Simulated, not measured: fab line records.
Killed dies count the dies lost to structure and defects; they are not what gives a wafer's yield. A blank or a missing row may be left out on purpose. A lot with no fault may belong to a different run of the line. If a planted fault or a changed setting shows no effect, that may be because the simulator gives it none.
Matching of chambers ; flow nand harc ; rie diel-01 running NHARC_A_CONTACT_ETCH_92: 4 sister chambers
The step etches the open film in CH3F/O2, target depth 40 nm, time 85.7 s. 27 wafers are shown with their chamber, then 12 later ones without.

== WAFERS, EACH WITH ITS CHAMBER ==
wafer;chamber;showerhead plenum p Torr (Torr);drypump motor current A (A);rf vpp V (V)
L074.1;0;2.33;6.0;242.7
L074.4;3;2.35;6.3;241.8
L074.5;3;2.35;6.3;244.6
L078.1;3;2.35;6.3;242.2
L078.3;0;2.33;6.0;241.7
L078.5;0;2.33;6.0;242.1
L077.2;1;2.65;4.9;247.9
L077.5;1;2.65;5.0;247.1
L077.6;0;2.33;6.0;243.1
L083.1;2;2.47;4.9;243.7
L083.4;0;2.32;6.0;243.1
L083.6;2;2.47;5.0;243.5
L086.2;3;2.34;6.3;243.2
L086.3;0;2.32;6.0;241.1
L086.5;1;2.64;4.9;246.1
L086.1;2;2.47;5.0;243.0
L086.4;1;2.64;5.0;246.9
L086.6;0;2.32;6.0;242.2
L085.2;0;2.32;6.1;242.7
L085.3;1;2.64;5.0;246.7
L085.4;3;2.34;6.3;243.1
L089.3;1;2.64;5.0;246.6
L089.4;2;2.47;5.0;244.0
L089.5;0;2.32;6.0;242.4
L091.1;0;2.32;6.0;242.9
L091.3;3;2.34;6.3;242.1
L091.4;1;2.64;5.0;248.0

SIGNATURES (averages over the wafers above)
reading;chamber 0;chamber 1;chamber 2;chamber 3;scatter within a chamber
showerhead plenum p Torr;2.3240;2.6429;2.4700;2.3450;0.00481
drypump motor current A;6.010;4.971;4.975;6.300;0.0366
rf vpp V;242.400;247.043;243.550;242.833;0.736
Rule: for each reading, subtract the chamber's mean from the wafer's reading, divide by that reading's scatter and square the result; add these up over the readings and take the root, which gives the wafer's distance from the chamber. If the next closest chamber is less than 2 further off than the closest, the wafer can't be placed; otherwise it belongs to the closest. The scatter is the square root of a quotient: the sum, over the shown wafers, of each reading's squared deviation from its chamber's mean, divided by wafers minus chambers.

== WAFERS WITHOUT THEIR CHAMBER ==
wafer;showerhead plenum p Torr (Torr);drypump motor current A (A);rf vpp V (V)
L088.2;2.46;5.0;243.9
L088.3;2.32;6.0;242.3
L088.5;2.46;4.9;242.8
L094.1;2.46;5.0;245.9
L094.4;2.34;6.3;242.9
L094.5;2.32;6.0;242.5
L092.1;2.34;6.3;244.3
L092.2;2.64;5.0;246.7
L092.5;2.34;6.3;243.0
L093.3;2.33;6.3;241.8
L093.5;2.64;5.0;246.1
L093.6;2.33;6.3;242.0

== WHICH CHAMBER EACH WENT THROUGH ==
wafer;from the rows above;in truth
L088.2;2;2
L088.3;0;0
L088.5;2;2
L094.1;2;2
L094.4;3;3
L094.5;0;0
L092.1;3;3
L092.2;1;1
L092.5;3;3
L093.3;3;3
L093.5;1;1
L093.6;3;3
Correctly placed: 12 of 12. Number that these rows cannot place: 0. Number placed wrongly: 0.
